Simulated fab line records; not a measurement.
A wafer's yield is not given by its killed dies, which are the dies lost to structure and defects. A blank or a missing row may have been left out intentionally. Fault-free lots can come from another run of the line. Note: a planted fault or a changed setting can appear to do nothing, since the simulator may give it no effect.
Chamber matching / flow nand-harc / rie-diel-13 running NHARC_P_M2_DESCUM_14: 4 sister chambers
The step chemistry O2, time 3 s. 4 wafers are shown with their chamber, then 8 later ones without.

== EACH WAFER AND ITS CHAMBER ==
wafer=L496.6; chamber=1; oes-product-au (a.u.)=0.995
wafer=L499.2; chamber=0; oes-product-au (a.u.)=1.010
wafer=L499.6; chamber=2; oes-product-au (a.u.)=0.992
wafer=L501.1; chamber=3; oes-product-au (a.u.)=0.989

== WAFERS WITH NO CHAMBER GIVEN ==
wafer=L501.2; oes-product-au (a.u.)=0.992
wafer=L501.5; oes-product-au (a.u.)=1.000
wafer=L509.2; oes-product-au (a.u.)=1.000
wafer=L509.4; oes-product-au (a.u.)=0.988
wafer=L509.5; oes-product-au (a.u.)=0.996
wafer=L511.1; oes-product-au (a.u.)=0.987
wafer=L511.3; oes-product-au (a.u.)=0.991
wafer=L511.6; oes-product-au (a.u.)=0.982

== THE CHAMBER EACH PASSED THROUGH ==
wafer=L501.2; from the rows above=can't be placed: 2 or 1 or 3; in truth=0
wafer=L501.5; from the rows above=can't be placed: 1 or 2 or 0 or 3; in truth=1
wafer=L509.2; from the rows above=can't be placed: 1 or 2 or 0 or 3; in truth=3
wafer=L509.4; from the rows above=can't be placed: 3 or 2 or 1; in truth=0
wafer=L509.5; from the rows above=can't be placed: 1 or 2 or 3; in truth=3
wafer=L511.1; from the rows above=can't be placed: 3 or 2 or 1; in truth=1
wafer=L511.3; from the rows above=can't be placed: 2 or 3 or 1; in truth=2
wafer=L511.6; from the rows above=can't be placed: 3 or 2 or 1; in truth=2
Correctly placed: 0 of 8. Not placeable from these rows: 8 (in 6, the candidates include the true chamber). Number placed wrongly: 0.
How it was worked out, from the rows above alone: a wafer's distance from a chamber is the root of the sum, over the readings, of the square of ((its reading less the chamber's mean) divided by the reading's scatter). The wafer belongs to the nearest chamber; if the next one is less than 2 further off, it can't be placed. A chamber's mean is the mean of its shown wafers. The scatter: root of mean squared gap, hidden wafer to nearest shown wafer, with one shown wafer a chamber.
